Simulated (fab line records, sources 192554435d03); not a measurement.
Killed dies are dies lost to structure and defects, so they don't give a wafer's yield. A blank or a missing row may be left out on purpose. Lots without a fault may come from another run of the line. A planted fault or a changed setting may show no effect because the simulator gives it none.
Chamber matching | flow n5_finfet | N5_BEOL_M9_DESCUM_16 on rie_diel-03: 4 sister chambers
The step chemistry O2, time 7.9 s. 16 wafers are shown with their chamber, then 8 later ones without.

WAFERS WITH THEIR CHAMBER
wafer  | chamber | showerhead_plenum_p_Torr (Torr) | drypump_motor_current_A (A) | throttle_valve_pct (%)
L075.1 | 1       | 2.23                            | 5.4                         | 20.53
L075.3 | 0       | 2.06                            | 5.1                         | 20.45
L075.5 | 1       | 2.23                            | 5.3                         | 20.52
L080.4 | 1       | 2.23                            | 5.4                         | 20.54
L080.5 | 1       | 2.23                            | 5.4                         | 20.53
L080.6 | 0       | 2.06                            | 5.1                         | 20.45
L083.1 | 2       | 2.05                            | 5.3                         | 20.09
L083.4 | 0       | 2.06                            | 5.1                         | 20.47
L083.6 | 0       | 2.06                            | 5.1                         | 20.46
L084.1 | 3       | 2.13                            | 6.4                         | 20.71
L084.4 | 1       | 2.23                            | 5.4                         | 20.53
L084.6 | 1       | 2.23                            | 5.4                         | 20.53
L086.2 | 0       | 2.06                            | 5.1                         | 20.48
L086.3 | 3       | 2.13                            | 6.4                         | 20.68
L086.4 | 3       | 2.13                            | 6.3                         | 20.69
L092.1 | 1       | 2.22                            | 5.4                         | 20.57

SIGNATURES (means of the wafers above)
reading                  | chamber 0 | chamber 1 | chamber 2 | chamber 3 | scatter within a chamber
showerhead_plenum_p_Torr | 2.0600    | 2.2286    | 2.0500    | 2.1300    | 0.00267
drypump_motor_current_A  | 5.100     | 5.386     | 5.300     | 6.367     | 0.0356
throttle_valve_pct       | 20.4620   | 20.5357   | 20.0900   | 20.6933   | 0.0151
Rule: a wafer's distance from a chamber is the root of the sum, over the readings, of the square of ((its reading less the chamber's mean) divided by the reading's scatter). The wafer belongs to the nearest chamber; if the next one is less than 2 further off, it can't be placed. The scatter: the root of (the sum of the squares of (reading less its chamber's mean) over the shown wafers, divided by (wafers less chambers)).

WAFERS WITHOUT THEIR CHAMBER
wafer  | showerhead_plenum_p_Torr (Torr) | drypump_motor_current_A (A) | throttle_valve_pct (%)
L092.2 | 2.12                            | 6.4                         | 20.72
L092.3 | 2.05                            | 5.1                         | 20.49
L094.3 | 2.12                            | 6.4                         | 20.74
L094.4 | 2.22                            | 5.4                         | 20.57
L094.6 | 2.05                            | 5.1                         | 20.52
L097.2 | 2.22                            | 5.4                         | 20.60
L097.3 | 2.12                            | 6.4                         | 20.74
L097.5 | 2.05                            | 5.1                         | 20.51

WHICH CHAMBER EACH WENT THROUGH
wafer  | from the rows above | in truth
L092.2 | 3                   | 3
L092.3 | 0                   | 0
L094.3 | 3                   | 3
L094.4 | 1                   | 1
L094.6 | 0                   | 0
L097.2 | 1                   | 1
L097.3 | 3                   | 3
L097.5 | 0                   | 0
Placed correctly: 8 of 8. Can't be placed from these rows: 0. Placed wrongly: 0.
